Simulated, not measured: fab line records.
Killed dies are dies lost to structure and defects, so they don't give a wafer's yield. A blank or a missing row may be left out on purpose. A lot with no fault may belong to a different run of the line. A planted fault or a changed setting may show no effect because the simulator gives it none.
Chamber matching ; flow nand harc ; 4 sister chambers for NHARC_A_SLIT_ETCH_29 on rie diel-01
The step etches the open film in CF4/O2, target depth 100 nm, overetch 10 nm, time 55 s. 7 wafers are shown with their chamber, then 7 later ones without.

## WAFERS, EACH WITH ITS CHAMBER
wafer;chamber;drypump motor current A (A);rf vpp V (V)
L911.2;2;5.9;199.0
L911.4;0;6.7;197.3
L915.4;1;5.4;195.4
L916.5;0;6.7;197.1
L916.6;1;5.4;196.4
L925.1;2;5.8;197.8
L925.3;3;6.5;199.7

## WAFERS WITH NO CHAMBER GIVEN
wafer;drypump motor current A (A);rf vpp V (V)
L925.6;5.4;196.6
L927.2;6.5;198.7
L927.3;5.4;195.3
L927.6;6.4;197.8
L929.3;6.4;197.1
L929.4;5.9;196.6
L929.5;6.7;197.4

## WHICH CHAMBER EACH ONE RAN IN
wafer;from the rows above;in truth
L925.6;1;1
L927.2;3;3
L927.3;1;1
L927.6;3;3
L929.3;3;3
L929.4;2;2
L929.5;0;0
Placed correctly: 7 of 7. Can't be placed from these rows: 0. Placed wrongly: 0.
How it was worked out, from the rows above alone: a wafer's distance from a chamber is the root of the sum, over the readings, of the square of ((its reading less the chamber's mean) divided by the reading's scatter). If the next closest chamber is less than 2 further off than the closest, the wafer can't be placed; otherwise it belongs to the closest. For every chamber, the mean is computed from those of its wafers that are shown. The scatter: the root of (the sum of the squares of (reading less its chamber's mean) over the shown wafers, divided by (wafers less chambers)).
